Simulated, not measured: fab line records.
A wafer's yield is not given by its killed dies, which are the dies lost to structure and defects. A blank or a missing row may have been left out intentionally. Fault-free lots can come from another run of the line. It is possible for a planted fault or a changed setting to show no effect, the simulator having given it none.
What tool caused it? || flow nandHarc || 41 wafers from 14 lots sampled at 4 of the route's 1159 steps

## WHAT EACH GAUGE READ, for each wafer
NHARC_END_SORT_01. Usual: killedAtArray 29, standard deviation 10; killedAtOther 0.7, standard deviation 1.1; killedAtPeriphery 3.2, standard deviation 2.2; killedDies 33, standard deviation 11; killedOpen 3.5, standard deviation 1.8; killedShort 2.0, standard deviation 1.4.
{"lot": "L344", "measured": "day 21 10:09", "on": "prober-01", "killedAtArray": "29 40 344", "killedAtOther": "0 0 0", "killedAtPeriphery": "1 4 2", "killedDies": "30 44 346", "killedOpen": "3 4 4", "killedShort": "0 4 1", "flag": "OFF"}
{"lot": "L352", "measured": "day 22 09:56", "on": "prober-02", "killedAtArray": "38 43 340", "killedAtOther": "0 1 1", "killedAtPeriphery": "8 8 7", "killedDies": "46 52 348", "killedOpen": "3 5 4", "killedShort": "1 3 2", "flag": "OFF"}

## WHAT TOOL EACH LOT RAN ON (gives the tool, then ch and the chambers of the sampled wafers, and finally the start)
{"lot": "L342", "NHARC_A_SGD_CUT_DEP_00": "pecvd-01 ch 0,1, day 14 11:02", "NHARC_THIN_TSV_PVD_51": "pvdSputter-03, day 19 20:50 or earlier", "NHARC_THIN_TSV_PRE_CLEAN_54": "pvdSputter-01, day 19 20:50"}
{"lot": "L341", "NHARC_A_SGD_CUT_DEP_00": "pecvd-04 ch 0,2, day 14 11:37", "NHARC_THIN_TSV_PVD_51": "pvdSputter-02, day 19 22:01 or earlier", "NHARC_THIN_TSV_PRE_CLEAN_54": "pvdSputter-03, day 19 22:01"}
{"lot": "L343", "NHARC_A_SGD_CUT_DEP_00": "pecvd-01 ch 1,2, day 14 12:18", "NHARC_THIN_TSV_PVD_51": "pvdSputter-02, day 19 23:02 or earlier", "NHARC_THIN_TSV_PRE_CLEAN_54": "pvdSputter-03, day 19 23:02"}
{"lot": "L346", "NHARC_A_SGD_CUT_DEP_00": "pecvd-01 ch 0,2, day 14 18:09", "NHARC_THIN_TSV_PVD_51": "pvdSputter-01, day 20 00:22 or earlier", "NHARC_THIN_TSV_PRE_CLEAN_54": "pvdSputter-03, day 20 00:22"}
{"lot": "L345", "NHARC_A_SGD_CUT_DEP_00": "pecvd-01 ch 1,2, day 15 00:31", "NHARC_THIN_TSV_PVD_51": "pvdSputter-02, day 20 10:34 or earlier", "NHARC_THIN_TSV_PRE_CLEAN_54": "pvdSputter-02, day 20 10:34"}
{"lot": "L344", "NHARC_A_SGD_CUT_DEP_00": "pecvd-01 ch 1,2, day 15 02:11", "NHARC_THIN_TSV_PVD_51": "pvdSputter-02, day 20 01:32 or earlier", "NHARC_THIN_TSV_PRE_CLEAN_54": "pvdSputter-02, day 20 01:32"}
{"lot": "L352", "NHARC_A_SGD_CUT_DEP_00": "pecvd-01 ch 0,2, day 16 16:33", "NHARC_THIN_TSV_PVD_51": "pvdSputter-02, day 21 15:54 or earlier", "NHARC_THIN_TSV_PRE_CLEAN_54": "pvdSputter-01, day 21 15:54"}
{"lot": "L355", "NHARC_A_SGD_CUT_DEP_00": "pecvd-01 ch 2, day 16 18:22", "NHARC_THIN_TSV_PVD_51": "-", "NHARC_THIN_TSV_PRE_CLEAN_54": "-"}
{"lot": "L361", "NHARC_A_SGD_CUT_DEP_00": "pecvd-02 ch 0,1,2, day 18 11:18", "NHARC_THIN_TSV_PVD_51": "pvdSputter-03, day 23 22:10 or earlier", "NHARC_THIN_TSV_PRE_CLEAN_54": "pvdSputter-02, day 23 22:10"}
{"lot": "L359", "NHARC_A_SGD_CUT_DEP_00": "pecvd-04 ch 0,1,2, day 18 13:10", "NHARC_THIN_TSV_PVD_51": "pvdSputter-03, day 23 20:29 or earlier", "NHARC_THIN_TSV_PRE_CLEAN_54": "pvdSputter-03, day 23 20:29"}
{"lot": "L358", "NHARC_A_SGD_CUT_DEP_00": "pecvd-04 ch 0,1, day 18 15:13", "NHARC_THIN_TSV_PVD_51": "pvdSputter-02, day 23 20:57 or earlier", "NHARC_THIN_TSV_PRE_CLEAN_54": "pvdSputter-02, day 23 20:57"}
{"lot": "L362", "NHARC_A_SGD_CUT_DEP_00": "pecvd-01 ch 0,1,2, day 19 08:50", "NHARC_THIN_TSV_PVD_51": "pvdSputter-01, day 24 08:23 or earlier", "NHARC_THIN_TSV_PRE_CLEAN_54": "pvdSputter-02, day 24 08:23"}
{"lot": "L364", "NHARC_A_SGD_CUT_DEP_00": "pecvd-01 ch 0,1, day 19 13:34", "NHARC_THIN_TSV_PVD_51": "pvdSputter-01, day 24 22:10 or earlier", "NHARC_THIN_TSV_PRE_CLEAN_54": "pvdSputter-03, day 24 22:10"}
{"lot": "L363", "NHARC_A_SGD_CUT_DEP_00": "pecvd-01 ch 0,2, day 19 14:26", "NHARC_THIN_TSV_PVD_51": "pvdSputter-02, day 24 13:43 or earlier", "NHARC_THIN_TSV_PRE_CLEAN_54": "pvdSputter-02, day 24 13:43"}
- NHARC_A_SGD_CUT_DEP_00: deposits SiNx, target thk 50 nm.
- NHARC_THIN_TSV_PVD_51: deposits Cu, target thk 100 nm.
- NHARC_THIN_TSV_PRE_CLEAN_54: time 30 s.

## AS READ BY THE TOOLS THEMSELVES (means over the sampled wafers that have a number; for cases with no such wafer, the mark the record gives instead)
NHARC_A_SGD_CUT_DEP_00. Usual: heaterPowerW reads 690 W (standard deviation 82).
{"lot": "L342", "tool": "pecvd-01", "heaterPowerW (W)": 694, "flag": ""}
{"lot": "L341", "tool": "pecvd-04", "heaterPowerW (W)": 678, "flag": ""}
{"lot": "L343", "tool": "pecvd-01", "heaterPowerW (W)": 662, "flag": ""}
{"lot": "L346", "tool": "pecvd-01", "heaterPowerW (W)": 716, "flag": ""}
{"lot": "L345", "tool": "pecvd-01", "heaterPowerW (W)": 669, "flag": ""}
{"lot": "L344", "tool": "pecvd-01", "heaterPowerW (W)": 564, "flag": ""}
{"lot": "L352", "tool": "pecvd-01", "heaterPowerW (W)": 733, "flag": ""}
{"lot": "L355", "tool": "pecvd-01", "heaterPowerW (W)": 732, "flag": ""}
{"lot": "L361", "tool": "pecvd-02", "heaterPowerW (W)": 790, "flag": ""}
{"lot": "L359", "tool": "pecvd-04", "heaterPowerW (W)": 635, "flag": ""}
{"lot": "L358", "tool": "pecvd-04", "heaterPowerW (W)": 617, "flag": ""}
{"lot": "L362", "tool": "pecvd-01", "heaterPowerW (W)": 716, "flag": ""}
{"lot": "L364", "tool": "pecvd-01", "heaterPowerW (W)": 643, "flag": ""}
{"lot": "L363", "tool": "pecvd-01", "heaterPowerW (W)": 777, "flag": ""}

NHARC_THIN_TSV_PVD_51. Usual: throttleValvePct reads 30.0 % (standard deviation 0.68).
{"lot": "L342", "tool": "pvdSputter-03", "throttleValvePct (%)": 30.5, "flag": ""}
{"lot": "L341", "tool": "pvdSputter-02", "throttleValvePct (%)": 29.5, "flag": ""}
{"lot": "L343", "tool": "pvdSputter-02", "throttleValvePct (%)": 29.3, "flag": ""}
{"lot": "L346", "tool": "pvdSputter-01", "throttleValvePct (%)": 30.8, "flag": ""}
{"lot": "L345", "tool": "pvdSputter-02", "throttleValvePct (%)": 29.4, "flag": ""}
{"lot": "L344", "tool": "pvdSputter-02", "throttleValvePct (%)": 30.0, "flag": ""}
{"lot": "L352", "tool": "pvdSputter-02", "throttleValvePct (%)": 29.4, "flag": ""}
{"lot": "L361", "tool": "pvdSputter-03", "throttleValvePct (%)": 30.5, "flag": ""}
{"lot": "L359", "tool": "pvdSputter-03", "throttleValvePct (%)": 30.5, "flag": ""}
{"lot": "L358", "tool": "pvdSputter-02", "throttleValvePct (%)": 29.4, "flag": ""}
{"lot": "L362", "tool": "pvdSputter-01", "throttleValvePct (%)": 30.6, "flag": ""}
{"lot": "L364", "tool": "pvdSputter-01", "throttleValvePct (%)": 30.7, "flag": ""}
{"lot": "L363", "tool": "pvdSputter-02", "throttleValvePct (%)": 29.6, "flag": ""}

NHARC_THIN_TSV_PRE_CLEAN_54. Usual: heaterPowerW reads 399 W (standard deviation 57).
{"lot": "L342", "tool": "pvdSputter-01", "heaterPowerW (W)": 447, "flag": ""}
{"lot": "L341", "tool": "pvdSputter-03", "heaterPowerW (W)": 397, "flag": ""}
{"lot": "L343", "tool": "pvdSputter-03", "heaterPowerW (W)": 393, "flag": ""}
{"lot": "L346", "tool": "pvdSputter-03", "heaterPowerW (W)": 435, "flag": ""}
{"lot": "L345", "tool": "pvdSputter-02", "heaterPowerW (W)": 383, "flag": ""}
{"lot": "L344", "tool": "pvdSputter-02", "heaterPowerW (W)": 341, "flag": ""}
{"lot": "L352", "tool": "pvdSputter-01", "heaterPowerW (W)": 473, "flag": ""}
{"lot": "L361", "tool": "pvdSputter-02", "heaterPowerW (W)": 350, "flag": ""}
{"lot": "L359", "tool": "pvdSputter-03", "heaterPowerW (W)": 457, "flag": ""}
{"lot": "L358", "tool": "pvdSputter-02", "heaterPowerW (W)": 386, "flag": ""}
{"lot": "L362", "tool": "pvdSputter-02", "heaterPowerW (W)": 376, "flag": ""}
{"lot": "L364", "tool": "pvdSputter-03", "heaterPowerW (W)": 392, "flag": ""}
{"lot": "L363", "tool": "pvdSputter-02", "heaterPowerW (W)": 384, "flag": ""}

## THE ANSWER, worked out from the rows above alone
Rule: a lot is off if the mean of its wafers that have a number lies more than 3 standard deviations from the usual mean. A lot without any number at a reading at which 4 lots or more have one is off too. The other lots that the step has rows for count as sound. First the gauges in route order, then the tools' own readings, where a lot's mean is used as printed above. At the first step where some lot is off, the reading lying furthest off is the one used; lots without a number count as furthest.
Off: L344, L352, at NHARC_END_SORT_01 (killedAtArray). Neither off nor sound, because the step has no rows for them: L342, L341, L343, L346, L345, L355, L361, L359, L358, L362, L364, L363.
If a tool, at a process step before that reading, ran all the lots that are off and no sound lot after the first of them, it fits. Gauges at NHARC_END_SORT_01: tried the same way as those tools. Because NHARC_THIN_TSV_PVD_51 lacks a start for some lots, the hours and order of its lots are taken from NHARC_THIN_TSV_PRE_CLEAN_54. Undecided on this evidence; 2 tools fit (pecvd-01 at NHARC_A_SGD_CUT_DEP_00, pvdSputter-02 at NHARC_THIN_TSV_PVD_51).

## WHAT THE SIMULATOR HAD PUT IN
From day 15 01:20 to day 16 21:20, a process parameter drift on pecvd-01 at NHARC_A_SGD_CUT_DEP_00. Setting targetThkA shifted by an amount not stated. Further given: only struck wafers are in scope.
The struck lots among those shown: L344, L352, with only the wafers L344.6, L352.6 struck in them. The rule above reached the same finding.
